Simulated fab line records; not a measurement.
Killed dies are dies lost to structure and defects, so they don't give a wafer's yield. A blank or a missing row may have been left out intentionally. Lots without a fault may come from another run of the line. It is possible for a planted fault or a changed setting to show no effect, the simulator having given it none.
Which tool is to blame?	flow nand_harc	36 wafers from 12 lots sampled at 6 of the route's 1302 steps

## WHAT THE GAUGES SHOWED, per wafer
NHARC_P_GATE_INSPECT_68. Usual: raw_defect_count 187, standard deviation 62.
lot	measured	on	raw_defect_count	flag
L533	day 6 13:41	defect_inspect-02	114 176 192	
L534	day 7 03:15	defect_inspect-01	194 183 249	
L542	day 10 09:23	defect_inspect-01	495 119 129	
L543	day 10 18:06	defect_inspect-01	280 148 148	
L544	day 11 06:19	defect_inspect-02	477 143 250	
L547	day 12 11:42	defect_inspect-01	122 142 284	
L549	day 13 00:59	defect_inspect-02	139 159 104	
L550	day 13 16:14	defect_inspect-02	208 186 115	
L551	day 14 06:33	defect_inspect-01	225 348 327	
L552	day 14 09:35	defect_inspect-02	253 157 235	
L553	day 15 05:41	defect_inspect-02	181 140 278	
L554	day 15 13:11	defect_inspect-01	235 154 272	

NHARC_END_SORT_01. Usual: killed_at_array 56, standard deviation 19; killed_at_other 1.0, standard deviation 1.5; killed_at_periphery 3.4, standard deviation 2.4; killed_dies 60, standard deviation 19; killed_open 3.3, standard deviation 1.8; killed_short 2.4, standard deviation 1.7.
lot	measured	on	killed_at_array	killed_at_other	killed_at_periphery	killed_dies	killed_open	killed_short	flag
L542	day 28 19:29	prober-02	71 70 80	0 0 0	77 0 0	148 70 80	3 1 5	1 2 2	OFF
L544	day 30 00:05	prober-01	94 88 86	0 0 0	78 1 4	172 89 90	4 2 4	4 1 3	OFF

## EACH LOT AND THE TOOL THAT RAN IT (in order: tool; ch and the chambers of the sampled wafers; start)
lot	NHARC_P_GATE_ETCH_114	NHARC_P_GATE_RTA_64	NHARC_P_GATE_SPUTTER_78	NHARC_P_GATE_RTA_80
L533	rie_diel-09 ch 0,1,3, day 6 12:26 or earlier	rtp_anneal-02 ch 0, day 6 12:26	pvd_sputter-01, day 6 12:50	rtp_anneal-02 ch 0, day 6 13:02
L534	rie_diel-09 ch 0,2,3, day 7 02:01 or earlier	rtp_anneal-02 ch 0, day 7 02:01	pvd_sputter-03, day 7 02:23	rtp_anneal-01 ch 0, day 7 02:37
L542	rie_diel-02 ch 0,1,2, day 10 08:07 or earlier	rtp_anneal-01 ch 0, day 10 08:07	pvd_sputter-02, day 10 08:32	rtp_anneal-02 ch 0, day 10 08:44
L543	rie_diel-09 ch 0,2,3, day 10 16:50 or earlier	rtp_anneal-01 ch 0, day 10 16:50	pvd_sputter-03, day 10 17:13	rtp_anneal-02 ch 0, day 10 17:28
L544	rie_diel-13 ch 0,1,3, day 11 05:04 or earlier	rtp_anneal-02 ch 0, day 11 05:04	pvd_sputter-02, day 11 05:28	rtp_anneal-02 ch 0, day 11 05:40
L547	rie_diel-09 ch 0,1,3, day 12 10:29 or earlier	rtp_anneal-02 ch 0, day 12 10:29	pvd_sputter-03, day 12 10:51	rtp_anneal-01 ch 0, day 12 11:05
L549	rie_diel-09 ch 0,2,3, day 12 23:44 or earlier	rtp_anneal-01 ch 0, day 12 23:44	pvd_sputter-01, day 13 00:07	rtp_anneal-02 ch 0, day 13 00:21
L550	rie_diel-02 ch 0,3, day 13 15:00 or earlier	rtp_anneal-01 ch 0, day 13 15:00	pvd_sputter-02, day 13 15:23	rtp_anneal-01 ch 0, day 13 15:36
L551	rie_diel-09 ch 0,3, day 14 05:16 or earlier	rtp_anneal-02 ch 0, day 14 05:16	pvd_sputter-01, day 14 05:41	rtp_anneal-02 ch 0, day 14 05:54
L552	rie_diel-02 ch 1,3, day 14 08:17 or earlier	rtp_anneal-01 ch 0, day 14 08:17	pvd_sputter-02, day 14 08:41	rtp_anneal-02 ch 0, day 14 08:53
L553	rie_diel-02 ch 1,2, day 15 04:25 or earlier	rtp_anneal-01 ch 0, day 15 04:25	pvd_sputter-02, day 15 04:50	rtp_anneal-02 ch 0, day 15 05:02
L554	rie_diel-09 ch 0,1,3, day 15 11:57 or earlier	rtp_anneal-02 ch 0, day 15 11:57	pvd_sputter-02, day 15 12:19	rtp_anneal-02 ch 0, day 15 12:33
- NHARC_P_GATE_ETCH_114: etches the open film in CF4/O2, target depth 30 nm, overetch 3 nm, time 16.5 s.
- NHARC_P_GATE_RTA_64: time 1 s.
- NHARC_P_GATE_SPUTTER_78: material Ni, target thk 10 nm.
- NHARC_P_GATE_RTA_80: time 30 s.

## WHAT THE TOOLS THEMSELVES READ (means of the sampled wafers that have a number; where no wafer has one, the mark that the record gives instead)
NHARC_P_GATE_ETCH_114. Usual: value, then standard deviation, for each; drypump_motor_current_A 5.8 A / 0.47; o2_flow_sccm 20.00 sccm / 0.062; oes_f_703_au 0.999 a.u. / 0.0047; oes_product_au 1.002 a.u. / 0.008; rf_vpp_V 198.2 V / 1.5; showerhead_plenum_p_Torr 1.36 Torr / 0.062; throttle_valve_pct 13.398 % / 0.0094.
lot	tool	drypump_motor_current_A (A)	o2_flow_sccm (sccm)	oes_f_703_au (a.u.)	oes_product_au (a.u.)	rf_vpp_V (V)	showerhead_plenum_p_Torr (Torr)	throttle_valve_pct (%)	flag
L533	rie_diel-09	6.2	19.96	0.997	0.994	197.8	1.37	13.396	
L534	rie_diel-09	5.9	19.97	1.001	1.002	198.9	1.35	13.400	
L542	rie_diel-02	5.5	20.03	1.002	0.998	198.8	1.38	13.405	
L543	rie_diel-09	5.9	19.95	0.996	1.004	197.6	1.35	13.402	
L544	rie_diel-13	6.2	20.06	0.999	1.003	198.6	1.37	13.399	
L547	rie_diel-09	6.2	20.01	0.996	0.996	198.0	1.37	13.403	
L549	rie_diel-09	5.9	20.01	1.004	1.015	198.2	1.35	13.391	
L550	rie_diel-02	5.2	20.04	0.999	1.000	196.9	1.28	13.396	
L551	rie_diel-09	6.1	19.96	0.997	1.007	198.8	1.39	13.396	
L552	rie_diel-02	5.2	20.06	1.005	1.001	197.5	1.32	13.408	
L553	rie_diel-02	5.4	20.02	1.000	1.000	198.9	1.42	13.398	
L554	rie_diel-09	6.1	20.06	1.000	1.006	199.6	1.37	13.395	

NHARC_P_GATE_RTA_64. Usual: lamp_power_pct 35.7 %, standard deviation 2; lamp_zone_4_pct 35.7 %, standard deviation 2; wafer_temp_C_max 1055.2, standard deviation 1.
lot	tool	lamp_power_pct (%)	lamp_zone_4_pct (%)	wafer_temp_C_max	flag
L533	rtp_anneal-02	37.6	37.6	1055.5	
L534	rtp_anneal-02	37.5	37.6	1055.3	
L542	rtp_anneal-01	33.6	33.6	1056.0	
L543	rtp_anneal-01	33.6	33.6	1055.1	
L544	rtp_anneal-02	37.6	37.6	1055.3	
L547	rtp_anneal-02	37.6	37.6	1055.1	
L549	rtp_anneal-01	33.6	33.6	1054.5	
L550	rtp_anneal-01	33.6	33.6	1055.7	
L551	rtp_anneal-02	37.6	37.5	1055.1	
L552	rtp_anneal-01	33.6	33.5	1055.1	
L553	rtp_anneal-01	33.6	33.6	1055.1	
L554	rtp_anneal-02	37.6	37.6	1055.4	

NHARC_P_GATE_RTA_80. Usual: lamp_power_pct 2.13 %, standard deviation 0.12; lamp_zone_4_pct 2.13 %, standard deviation 0.12; wafer_temp_C_max 301.5, standard deviation 0.32.
lot	tool	lamp_power_pct (%)	lamp_zone_4_pct (%)	wafer_temp_C_max	flag
L533	rtp_anneal-02	2.24	2.24	301.4	
L534	rtp_anneal-01	2.00	2.00	301.2	
L542	rtp_anneal-02	2.25	2.25	301.8	
L543	rtp_anneal-02	2.24	2.24	301.4	
L544	rtp_anneal-02	2.24	2.24	301.8	
L547	rtp_anneal-01	2.00	2.00	301.5	
L549	rtp_anneal-02	2.24	2.24	301.8	
L550	rtp_anneal-01	2.00	2.00	301.2	
L551	rtp_anneal-02	2.24	2.24	301.4	
L552	rtp_anneal-02	2.24	2.24	301.5	
L553	rtp_anneal-02	2.24	2.24	301.3	
L554	rtp_anneal-02	2.24	2.24	301.9	

## THE ANSWER, worked out from the rows above alone
Rule: a lot counts as off when the mean over its wafers that have a number is more than 3 standard deviations away from the usual mean. Also off: a lot with no number at a reading for which 4 or more lots have one. Where the step has rows for the other lots, those lots are counted as sound. The gauges are gone through in route order, then the tools' own readings, and for those a lot's mean is taken as printed above. At the first step where some lot is off, the reading lying furthest off is the one used; lots without a number count as furthest.
Off: L542, L544 (NHARC_END_SORT_01, killed_at_periphery). Neither off nor sound, because the step has no rows for them: L533, L534, L543, L547, L549, L550, L551, L552, L553, L554.
If a tool, at a process step before that reading, ran all the lots that are off and no sound lot after the first of them, it fits. The gauges at NHARC_END_SORT_01 are tried like those tools. With no start given for some of its lots, NHARC_P_GATE_ETCH_114 uses the hours and lot order of NHARC_P_GATE_RTA_64. Undecided on this evidence; 2 tools fit (pvd_sputter-02 at NHARC_P_GATE_SPUTTER_78, rtp_anneal-02 at NHARC_P_GATE_RTA_80).

## WHAT THE SIMULATOR HAD INSERTED
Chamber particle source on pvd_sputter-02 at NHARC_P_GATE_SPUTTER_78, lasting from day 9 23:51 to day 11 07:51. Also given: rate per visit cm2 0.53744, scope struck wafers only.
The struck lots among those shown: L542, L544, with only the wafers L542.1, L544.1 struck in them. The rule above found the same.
